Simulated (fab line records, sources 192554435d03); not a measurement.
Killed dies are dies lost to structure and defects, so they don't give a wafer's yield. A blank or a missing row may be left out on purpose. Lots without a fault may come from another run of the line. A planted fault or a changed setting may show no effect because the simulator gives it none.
fab line records | flow n5_finfet | part 2 of 2: steps 5 to 6 of 6
record lots=23 wafers=69 last_day=17
route steps=1938 shown BEOL_M6@1215 BEOL_M7@1297
lots that met no fault: from a run of the same line without faults
start_h: hours from the record's first day to the start of the lot's first wafer shown | wait_h: hours since the lot's step before | " the same as in the row above | L1.1+2: a row that stands for several wafers | - no value, or no start given | * or withheld: withheld | < > ~ a bound
route shown NAME@n: a module of which the file shows steps, and the number in the route of the first | usual: mean/standard deviation of fault-free wafers | same: alike in all rows | chamber/n: place in a boat | sites: the reading at each site | _std_site: their standard deviation | _edge_site: outer sites' mean less inner sites' | radius_mm: how far each site lies from the wafer's centre | mask NAME#n: copy n | behind: the tool/chamber that last shaped the wafer | hold: why the lot was held/for how many hours/how that ended | device: the transistor (n, p or np) that didn't switch | end of line: the same wafers' tests at the end of the route | a step without rows: its recipe alone | killed: dies lost to structure and defects at the first sort, not the wafer's yield | map: a wafer's dies, x killed, . not, _ none there
set.NAME: the setting as run; set.NAME@STEP: as run at that earlier step | model.NAME: the simulator's own value behind a step, which no gauge read
steps of the route over a sample of lots; a table a step, a row a wafer
services: from which hour (start_h, from the record's first day; less than 0 if before it) a tool's chamber was out of use, for how many hours, and why
## steps
# step N5_BEOL_M7_OVL_MEAS_29
# recipe points_per_wafer=522
# usual V6_OVL=0.3/0.88
# same points_per_wafer=522
# columns lot.wafer tool chamber start_h wait_h V6_OVL[nm]
L074.1 overlay-01 0 190.45 0.0 -1.5
L074.2 " 0 " " 0.8
L074.5 " 0 " " -0.7
L075.1 overlay-02 0 196.50 0.0 2.0
L075.2 " 0 " " 0.3
L075.3 " 0 " " 1.5
L076.1 overlay-01 0 196.54 0.0 0.0
L076.2 " 0 " " 2.1
L076.4 " 0 " " 1.8
L077.2 overlay-01 0 201.29 0.0 0.3
L077.3 " 0 " " -0.8
L077.5 " 0 " " -1.0
L078.2 overlay-02 0 212.79 0.0 0.5
L078.3 " 0 " " 1.1
L078.6 " 0 " " 0.3
L080.4 overlay-01 0 219.83 0.0 0.4
L080.5 " 0 " " -1.0
L080.6 " 0 " " 1.7
L079.1 overlay-02 0 219.85 0.0 2.0
L079.4 " 0 " " 0.8
L079.6 " 0 " " 0.4
L081.3 overlay-02 0 231.06 0.0 0.4
L081.4 " 0 " " 1.5
L081.5 " 0 " " 0.3
L082.1 overlay-01 0 237.39 0.0 0.2
L082.2 " 0 " " 1.1
L082.6 " 0 " " 1.5
L083.2 overlay-01 0 241.27 0.0 -0.1
L083.4 " 0 " " -1.4
L083.6 " 0 " " -0.4
L084.1 overlay-02 0 241.43 0.0 0.4
L084.2 " 0 " " 0.5
L084.6 " 0 " " -0.3
L087.1 overlay-02 0 274.16 0.0 0.1
L087.5 " 0 " " 0.0
L087.6 " 0 " " 1.0
L086.1 overlay-02 0 274.30 0.0 -0.8
L086.2 " 0 " " 0.4
L086.4 " 0 " " 0.1
L089.1 overlay-01 0 274.34 0.0 1.4
L089.3 " 0 " " -0.1
L089.4 " 0 " " 1.4
L088.1 overlay-01 0 297.99 0.0 -1.2
L088.4 " 0 " " 0.1
L088.5 " 0 " " -0.6
L090.3 overlay-02 0 302.29 0.0 -0.6
L090.5 " 0 " " -1.1
L090.6 " 0 " " 0.3
L092.2 overlay-02 0 306.31 0.0 0.3
L092.4 " 0 " " 1.3
L092.6 " 0 " " 1.4
L091.1 overlay-02 0 306.37 0.0 -0.4
L091.4 " 0 " " 1.4
L091.5 " 0 " " 0.5
L093.1 overlay-02 0 328.75 0.0 -0.7
L093.4 " 0 " " 0.4
L093.6 " 0 " " 0.6
L094.1 overlay-01 0 333.01 0.0 0.6
L094.2 " 0 " " -0.4
L094.6 " 0 " " 0.0
L097.1 overlay-01 0 334.80 0.0 -0.9
L097.2 " 0 " " 0.4
L097.3 " 0 " " -1.4
L095.3 overlay-02 0 336.20 0.0 0.7
L095.5 " 0 " " 0.5
L095.6 " 0 " " -0.8
L096.1 overlay-02 0 339.52 0.0 0.3
L096.4 " 0 " " 0.1
L096.6 " 0 " " 0.2
# step N5_BEOL_M7_DESCUM_33
# recipe chemistry=O2 time_s=7 source_power_w=50 bias_power_w=20 pressure_mtorr=20 rf_frequency_hz=2.712e+07 temp_c=40 resist=CAR-EUV o2_flow_sccm=225
# usual drypump_motor_current_A=5.53/0.26 oes_product_au=0.80/0.089 rf_vpp_V=243.3/1.3 showerhead_plenum_p_Torr=2.11/0.072 throttle_valve_pct=20.40/0.25
# same time_s=7
# columns lot.wafer tool chamber start_h wait_h drypump_motor_current_A oes_product_au rf_hours_counter_h rf_vpp_V showerhead_plenum_p_Torr throttle_valve_pct
L074.1 rie_diel-06 1 190.55 0.0 5.30 0.69 218 243.5 2.07 20.59
L074.2 " 2 " " 5.43 0.72 182 245.6 2.17 20.24
L074.5 " 3 " " 5.90 0.85 - 243.6 2.22 20.11
L075.1 rie_diel-06 3 196.59 0.0 5.89 0.86 72 245.9 2.22 20.11
L075.2 " 2 " " 5.42 0.73 184 244.3 2.17 20.26
L075.3 " 1 " " 5.28 0.68 220 243.3 2.07 20.58
L076.1 rie_diel-01 2 196.64 0.0 5.76 0.68 238 243.2 2.15 20.89
L076.2 " 3 " " 5.17 0.85 59 241.8 2.13 20.68
L076.4 " 0 " " 5.41 0.75 158 242.1 2.01 20.58
L077.2 rie_diel-01 2 201.57 0.2 5.75 0.67 239 244.1 2.15 20.89
L077.3 " 0 " " 5.41 0.75 160 242.0 2.01 20.61
L077.5 " 3 " " 5.14 0.85 - 242.9 2.13 20.67
L078.2 rie_diel-06 2 212.87 0.0 5.44 0.72 189 244.0 2.17 20.27
L078.3 " 1 " " 5.32 0.68 226 243.7 2.07 20.60
L078.6 " 0 " " 5.77 0.70 - 243.4 2.05 20.58
L080.4 rie_diel-02 2 220.15 0.3 5.82 0.82 90 244.2 2.12 20.01
L080.5 " 1 " " 5.65 0.82 - 243.0 2.03 20.45
L080.6 " 2 " " 5.84 0.82 - 243.9 2.12 20.02
L079.1 rie_diel-06 1 220.31 0.4 5.29 0.67 228 241.2 2.07 20.59
L079.4 " 3 " " 5.88 0.84 80 245.1 2.22 20.13
L079.6 " 3 " " 5.91 0.84 - 244.1 2.22 20.13
L081.3 rie_diel-01 3 231.14 0.0 5.16 0.84 70 244.8 2.13 20.70
L081.4 " 2 " " 5.74 0.67 248 243.9 2.15 20.90
L081.5 " 3 " " 5.16 0.84 - 243.8 2.13 20.70
L082.1 rie_diel-01 0 237.48 0.0 5.42 0.73 169 241.1 2.01 20.61
L082.2 " 1 " " 5.48 0.96 17 244.9 2.15 20.04
L082.6 " 1 " " 5.46 0.96 - 244.2 2.15 20.01
L083.2 rie_diel-06 0 241.55 0.2 5.78 0.68 246 241.8 2.05 20.61
L083.4 " 2 " " 5.38 0.72 198 244.4 2.17 20.28
L083.6 " 3 " " 5.89 0.84 - 245.0 2.22 20.14
L084.1 rie_diel-01 3 241.70 0.2 5.17 0.84 73 243.6 2.12 20.69
L084.2 " 2 " " 5.76 0.67 250 242.5 2.14 20.90
L084.6 " 0 " " 5.41 0.74 - 241.2 2.01 20.61
L087.1 rie_diel-06 2 274.42 0.0 5.41 0.71 207 244.8 2.17 20.29
L087.5 " 3 " " 5.89 0.83 - 245.8 2.21 20.15
L087.6 " 2 " " 5.45 0.71 - 242.5 2.16 20.28
L086.1 rie_diel-06 2 275.17 0.8 5.43 0.70 207 243.7 2.17 20.28
L086.2 " 3 " " 5.86 0.82 95 245.0 2.21 20.15
L086.4 " 3 " " 5.89 0.81 - 244.1 2.21 20.13
L089.1 rie_diel-02 3 275.19 0.8 5.31 0.73 184 240.9 1.99 20.51
L089.3 " 0 " " 5.09 0.92 8 243.1 2.15 20.21
L089.4 " 2 " " 5.86 0.80 106 242.1 2.11 20.04
L088.1 rie_diel-01 2 298.08 0.0 5.76 0.96 10 243.9 2.14 20.54
L088.4 " 3 " " 5.16 0.81 89 243.8 2.12 20.73
L088.5 " 0 " " 5.41 0.73 - 241.2 2.00 20.65
L090.3 rie_diel-06 2 302.38 0.0 5.44 0.69 217 245.4 2.16 20.30
L090.5 " 3 " " 5.90 0.82 - 243.9 2.21 20.15
L090.6 " 2 " " 5.43 0.70 - 243.2 2.16 20.31
L092.2 rie_diel-02 3 306.39 0.0 5.34 0.72 195 241.1 1.99 20.52
L092.4 " 0 " " 5.09 0.90 20 243.7 2.15 20.24
L092.6 " 2 " " 5.83 0.79 - 244.2 2.11 20.06
L091.1 rie_diel-01 3 306.74 0.3 5.14 0.81 93 242.6 2.12 20.74
L091.4 " 0 " " 5.43 0.72 190 241.3 2.00 20.63
L091.5 " 2 " " 5.71 0.94 - 244.2 2.14 20.57
L093.1 rie_diel-01 3 328.84 0.0 5.17 0.80 99 243.7 2.12 20.74
L093.4 " 0 " " 5.43 0.72 - 241.2 2.00 20.66
L093.6 " 2 " " 5.78 0.92 - 243.6 2.14 20.55
L094.1 rie_diel-02 3 333.21 0.1 5.31 0.72 201 242.8 1.99 20.54
L094.2 " 2 " " 5.83 0.80 123 243.3 2.11 20.07
L094.6 " 0 " " 5.10 0.88 - 242.4 2.15 20.28
L097.1 rie_diel-01 1 334.90 0.0 5.49 0.91 39 244.4 2.15 20.06
L097.2 " 2 " " 5.76 0.92 22 244.8 2.14 20.57
L097.3 " 3 " " 5.14 0.79 101 243.3 2.11 20.74
L095.3 rie_diel-02 0 336.28 0.0 5.13 0.89 28 242.3 2.15 20.25
L095.5 " 2 " " 5.85 0.80 - 243.6 2.11 20.06
L095.6 " 3 " " 5.32 0.72 - 240.5 1.99 20.53
L096.1 rie_diel-06 2 339.61 0.0 5.44 0.69 229 245.7 2.16 20.32
L096.4 " 3 " " 5.90 0.81 - 247.1 2.21 20.17
L096.6 " 2 " " 5.42 0.69 - 244.7 2.16 20.32
## services
# columns tool chamber start_h hours kind
rie_diel-01 2 164.28 2.8 repair
rie_metal-03 0 169.80 2.5 repair
rie_diel-05 - 172.74 15.6 pm
rie_diel-05 2 209.68 - clean
rie_diel-05 2 209.68 - consumable_replace:focus_ring
rie_diel-05 2 209.68 - consumable_replace:showerhead
rie_diel-05 2 209.68 16.3 scheduled_down
rie_diel-05 2 209.68 16.3 vent_cycle
rie_diel-04 - 223.43 2.3 repair
rie_diel-05 0 226.02 - clean
rie_diel-05 0 226.02 - consumable_replace:focus_ring
rie_diel-01 2 235.33 5.0 repair
rie_diel-03 1 242.80 8.4 repair
rie_metal-01 - 243.20 14.6 pm
rie_diel-02 1 243.32 8.0 repair
rie_metal-02 1 247.55 14.2 repair
rie_diel-04 3 254.77 12.9 repair
rie_diel-03 3 308.90 6.4 repair
rie_diel-01 1 313.05 21.1 repair
rie_metal-03 - 321.59 1.4 pm
rie_diel-04 3 323.50 7.8 repair
rie_metal-02 1 326.92 5.5 repair
rie_diel-04 0 329.44 10.8 repair
rie_diel-03 0 331.16 12.6 repair
